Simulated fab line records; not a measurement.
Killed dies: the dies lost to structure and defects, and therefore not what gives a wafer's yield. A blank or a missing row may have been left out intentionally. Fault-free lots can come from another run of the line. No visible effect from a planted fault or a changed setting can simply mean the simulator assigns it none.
Struck lot and sound lot, side by side | flow n5-finfet | 38 steps out of a route of 1938
Sound: the wafers L629.2, L629.5, L629.6. Wafers struck: L636.3, L636.5, L636.6. At the end, the cause is stated.
Each step with rows lists, per side, the tool, then ch with its chambers, then its first start. Under that, the readings that differ: sound wafers | struck wafers | difference of the means | sigmas: that difference in standard deviations of wafers without a fault.
alike: readings with means less than 2 such deviations apart, plus words and numbers identical on both sides. not compared: withheld readings, readings lacking a value on some wafer, bounds such as >300 that could conceal the same value, and numbers that have no deviation in the record and whose values overlap.
A row with sigmas, a row that says differs or no value, or rows on one side alone: a step with any of these is where the two part. Numbers that have no deviation but don't overlap get no sigmas and don't part them. A reading missing from all wafers of one side parts the sides only when that side holds two or more wafers.

first, 9 steps without rows for these wafers: N5_BEOL_M2_EBR_24; N5_BEOL_M2_SOFTBAKE_23 (time 60 s); N5_BEOL_M2_EXPOSE_25 (exposes mask V1, defocus 5 nm); N5_BEOL_M2_PEB_26 (peb time 60 s); N5_BEOL_M2_DEVELOP_27 (develop time 30 s); N5_BEOL_M2_DESCUM_33 (chemistry O2, time 7 s); N5_BEOL_M2_ETCH_77 (etches underlayer in N2/H2, target depth 6.5 nm, time 5.2 s); N5_BEOL_M2_ETCH_69 (etches SiARC in CF4, target depth 15.6 nm, time 26 s); N5_BEOL_M2_ALD_98 (deposits SiO2, target thk 2.5 nm, pulse time 1 s, co reactant pulse time 1 s).
N5_BEOL_M2_ETCHBACK_99: etches SiO2 in CHF3, target depth 5 nm, time 10.4 s.
  sound on rie-diel-01 ch 0,1,2, day 7 02:41; struck on rie-diel-04 ch 0,3, day 9 15:07
  alike: chamber-pressure-mTorr, drypump-motor-current-A, oes-product-au, rf-vpp-V, showerhead-plenum-p-Torr, throttle-valve-pct
  not compared: rf-hours-counter-h
then, 27 steps without rows for these wafers: N5_BEOL_M2_ETCH_70 (etches SOC in N2/H2, target depth 80 nm, overetch 24 nm, time 130 s); N5_BEOL_M2_STRIP_71 (strips in N2/H2); N5_BEOL_M2_STRIP_78 (strips in N2/H2); N5_BEOL_M2_VIA_ETCH_34 (etches the open film in C4F6/O2, target depth 69.4 nm, time 65.9 s); N5_BEOL_M2_STRIP_83 (strips in C4F6/O2); N5_BEOL_M2_STRIP_36 (strips in N2/H2); N5_BEOL_M2_TRENCH_ETCH_37 (etches SiOC in C4F6/O2, target depth 55.555 nm, time 29.2 s); N5_BEOL_M2_ETCH_41 (etches SiCN in CH3F/O2, target depth 29.9 nm, time 52.5 s); N5_BEOL_M2_STRIP_97 (strips in N2/H2, time 10 s); N5_BEOL_M2_HM_STRIP_39 (strips TiN in peroxide tin strip, target depth 25 nm, time 158 s); N5_BEOL_M2_SRD_40 (time 30 s); N5_BEOL_M2_PRECLEAN_42 (cleans in residue remover, time 60 s); N5_BEOL_M2_SRD_43 (time 30 s); N5_BEOL_M2_DEGAS_44 (time 60 s); N5_BEOL_M2_PRE_CLEAN_45 (time 30 s); N5_BEOL_M2_ALD_84 (deposits TaN, pulse time 2 s, purge time 3 s, co reactant purge time 2 s); N5_BEOL_M2_SURFACE_TREAT_85; N5_BEOL_M2_CVD_47 (deposits Co from CCTBA/H2, target thk 3 nm, time 223.8 s); N5_BEOL_M2_SPUTTER_48 (material Cu, target thk 4.5 nm, time 8.29 s); N5_BEOL_M2_ANNEAL_49 (time 240 s); N5_BEOL_M2_SPUTTER_79 (material Cu, target thk 4.5 nm, time 8.29 s); N5_BEOL_M2_ANNEAL_80 (time 240 s); N5_BEOL_M2_SPUTTER_81 (material Cu, target thk 4.5 nm, time 8.29 s); N5_BEOL_M2_ANNEAL_82 (time 240 s); N5_BEOL_M2_SPUTTER_86 (material Cu, target thk 4.5 nm, time 8.29 s); N5_BEOL_M2_ANNEAL_87 (time 240 s); N5_BEOL_M2_SPUTTER_88 (material Cu, target thk 4.5 nm, time 8.29 s).
-- a jump in the record: the struck wafers' starts before and after are 5 days apart (it breaks off in module BEOL_M2 and resumes in module PASSIVATION, where the first step shown is number 1936 of the route) --
N5_PASSIVATION_PROBE_49:
  sound on prober-02, day 12 15:37; struck on prober-02, day 14 20:47
  reading                  | sound          | struck         | difference | sigmas
  defect-limited-yield (%) | 91.0 92.5 92.4 | 81.6 80.9 83.6 | -9.9       | -7
  killed_at_M0_to_M3       | 22 18 22       | 164 159 137    | +133       | +13
  killed-dies              | 106 88 90      | 217 225 194    | +117       | +7
  sort_bin_5_function (%)  | 5.3 4.3 4.1    | 11.2 12.0 10.0 | +6.5       | +7
  sort-n-pass              | 1074 1092 1090 | 963 955 986    | -117       | -7
  sort-yield-pct (%)       | 91.0 92.5 92.4 | 81.6 80.9 83.6 | -9.9       | -7
  alike: killed_at_M4_up, killed-at-contacts, killed-at-front-end, killed-at-other, killed-open, killed-short, sort_bin_6_memory

## WHERE THEY PART
At N5_PASSIVATION_PROBE_49 and nowhere else, as far as this record goes.

WHY: the cause the simulator had injected
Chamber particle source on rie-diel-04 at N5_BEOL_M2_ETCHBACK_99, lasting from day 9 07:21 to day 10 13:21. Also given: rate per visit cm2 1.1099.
